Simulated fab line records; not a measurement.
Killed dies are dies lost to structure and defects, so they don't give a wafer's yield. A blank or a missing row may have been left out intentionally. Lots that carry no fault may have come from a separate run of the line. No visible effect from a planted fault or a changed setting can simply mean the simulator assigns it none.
Matching of chambers :: flow nand-harc :: rie-diel-06 running NHARC_A_CHANNEL_FILL_D2_STRIP_28: 4 sister chambers
The step strips in O2, time 20 s. 24 wafers are shown with their chamber, then 12 later ones without.

WAFERS PAIRED WITH THEIR CHAMBERS
wafer: L074.1
chamber: 3
drypump-motor-current-A (A): 6.0
oes-product-au (a.u.): 1.003
rf-vpp-V (V): 58.3

wafer: L074.2
chamber: 1
drypump-motor-current-A (A): 6.2
oes-product-au (a.u.): 0.985
rf-vpp-V (V): 57.8

wafer: L074.5
chamber: 0
drypump-motor-current-A (A): 6.5
oes-product-au (a.u.): 1.020
rf-vpp-V (V): 57.5

wafer: L076.1
chamber: 3
drypump-motor-current-A (A): 6.0
oes-product-au (a.u.): 1.003
rf-vpp-V (V): 57.9

wafer: L076.2
chamber: 2
drypump-motor-current-A (A): 6.7
oes-product-au (a.u.): 1.010
rf-vpp-V (V): 57.3

wafer: L076.3
chamber: 0
drypump-motor-current-A (A): 6.5
oes-product-au (a.u.): 1.010
rf-vpp-V (V): 58.4

wafer: L077.2
chamber: 2
drypump-motor-current-A (A): 6.7
oes-product-au (a.u.): 1.017
rf-vpp-V (V): 58.7

wafer: L077.3
chamber: 0
drypump-motor-current-A (A): 6.5
oes-product-au (a.u.): 0.992
rf-vpp-V (V): 58.6

wafer: L077.6
chamber: 2
drypump-motor-current-A (A): 6.7
oes-product-au (a.u.): 1.009
rf-vpp-V (V): 57.2

wafer: L079.3
chamber: 2
drypump-motor-current-A (A): 6.7
oes-product-au (a.u.): 1.005
rf-vpp-V (V): 57.3

wafer: L079.4
chamber: 0
drypump-motor-current-A (A): 6.5
oes-product-au (a.u.): 1.009
rf-vpp-V (V): 57.6

wafer: L079.5
chamber: 0
drypump-motor-current-A (A): 6.5
oes-product-au (a.u.): 1.010
rf-vpp-V (V): 58.6

wafer: L082.1
chamber: 1
drypump-motor-current-A (A): 6.2
oes-product-au (a.u.): 0.986
rf-vpp-V (V): 57.7

wafer: L082.5
chamber: 3
drypump-motor-current-A (A): 6.0
oes-product-au (a.u.): 0.999
rf-vpp-V (V): 56.4

wafer: L082.6
chamber: 2
drypump-motor-current-A (A): 6.6
oes-product-au (a.u.): 1.013
rf-vpp-V (V): 58.1

wafer: L081.1
chamber: 3
drypump-motor-current-A (A): 6.0
oes-product-au (a.u.): 1.002
rf-vpp-V (V): 57.4

wafer: L081.3
chamber: 1
drypump-motor-current-A (A): 6.2
oes-product-au (a.u.): 0.987
rf-vpp-V (V): 58.4

wafer: L081.4
chamber: 0
drypump-motor-current-A (A): 6.4
oes-product-au (a.u.): 1.006
rf-vpp-V (V): 58.0

wafer: L085.1
chamber: 0
drypump-motor-current-A (A): 6.5
oes-product-au (a.u.): 1.015
rf-vpp-V (V): 57.8

wafer: L085.3
chamber: 2
drypump-motor-current-A (A): 6.6
oes-product-au (a.u.): 1.005
rf-vpp-V (V): 58.0

wafer: L085.5
chamber: 1
drypump-motor-current-A (A): 6.2
oes-product-au (a.u.): 0.988
rf-vpp-V (V): 58.5

wafer: L086.1
chamber: 1
drypump-motor-current-A (A): 6.2
oes-product-au (a.u.): 0.974
rf-vpp-V (V): 58.9

wafer: L086.4
chamber: 0
drypump-motor-current-A (A): 6.5
oes-product-au (a.u.): 1.006
rf-vpp-V (V): 57.3

wafer: L086.5
chamber: 1
drypump-motor-current-A (A): 6.2
oes-product-au (a.u.): 0.979
rf-vpp-V (V): 59.1

SIGNATURES, as means of the wafers listed above
reading: drypump-motor-current-A
chamber 0: 6.487
chamber 1: 6.200
chamber 2: 6.667
chamber 3: 6.000
scatter within a chamber: 0.0332

reading: oes-product-au
chamber 0: 1.00850
chamber 1: 0.98317
chamber 2: 1.00983
chamber 3: 1.00175
scatter within a chamber: 0.00606

reading: rf-vpp-V
chamber 0: 57.975
chamber 1: 58.400
chamber 2: 57.767
chamber 3: 57.500
scatter within a chamber: 0.601
Rule: a wafer's distance from a chamber is the root of the sum, over the readings, of the square of ((its reading less the chamber's mean) divided by the reading's scatter). The wafer belongs to the nearest chamber; if the next one is less than 2 further off, it can't be placed. How the scatter is found: for the shown wafers, subtract from each reading the mean of its chamber, square and add these, divide the total by (wafers less chambers), then take the root.

WAFERS WITH NO CHAMBER GIVEN
wafer: L087.1
drypump-motor-current-A (A): 6.7
oes-product-au (a.u.): 1.009
rf-vpp-V (V): 57.8

wafer: L087.2
drypump-motor-current-A (A): 5.9
oes-product-au (a.u.): 0.992
rf-vpp-V (V): 57.0

wafer: L087.3
drypump-motor-current-A (A): 6.5
oes-product-au (a.u.): 1.004
rf-vpp-V (V): 58.2

wafer: L094.1
drypump-motor-current-A (A): 5.9
oes-product-au (a.u.): 0.996
rf-vpp-V (V): 58.2

wafer: L094.3
drypump-motor-current-A (A): 6.2
oes-product-au (a.u.): 1.002
rf-vpp-V (V): 58.5

wafer: L094.4
drypump-motor-current-A (A): 6.5
oes-product-au (a.u.): 1.005
rf-vpp-V (V): 57.5

wafer: L093.2
drypump-motor-current-A (A): 6.2
oes-product-au (a.u.): 0.996
rf-vpp-V (V): 58.5

wafer: L093.4
drypump-motor-current-A (A): 6.6
oes-product-au (a.u.): 1.002
rf-vpp-V (V): 56.4

wafer: L093.6
drypump-motor-current-A (A): 5.9
oes-product-au (a.u.): 0.995
rf-vpp-V (V): 56.9

wafer: L096.1
drypump-motor-current-A (A): 6.6
oes-product-au (a.u.): 1.012
rf-vpp-V (V): 59.2

wafer: L096.4
drypump-motor-current-A (A): 6.2
oes-product-au (a.u.): 0.999
rf-vpp-V (V): 57.6

wafer: L096.6
drypump-motor-current-A (A): 6.6
oes-product-au (a.u.): 1.013
rf-vpp-V (V): 56.9

WHICH CHAMBER EACH WENT THROUGH
wafer: L087.1
from the rows above: 2
in truth: 2

wafer: L087.2
from the rows above: 3
in truth: 3

wafer: L087.3
from the rows above: 0
in truth: 0

wafer: L094.1
from the rows above: 3
in truth: 3

wafer: L094.3
from the rows above: 1
in truth: 1

wafer: L094.4
from the rows above: 0
in truth: 0

wafer: L093.2
from the rows above: 1
in truth: 1

wafer: L093.4
from the rows above: can't be placed: 2 or 0
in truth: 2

wafer: L093.6
from the rows above: 3
in truth: 3

wafer: L096.1
from the rows above: can't be placed: 2 or 0
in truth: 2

wafer: L096.4
from the rows above: 1
in truth: 1

wafer: L096.6
from the rows above: can't be placed: 2 or 0
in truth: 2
9 of 12 placed correctly. Can't be placed from these rows: 3 (the true chamber is among the candidates in 3). Number placed wrongly: 0.
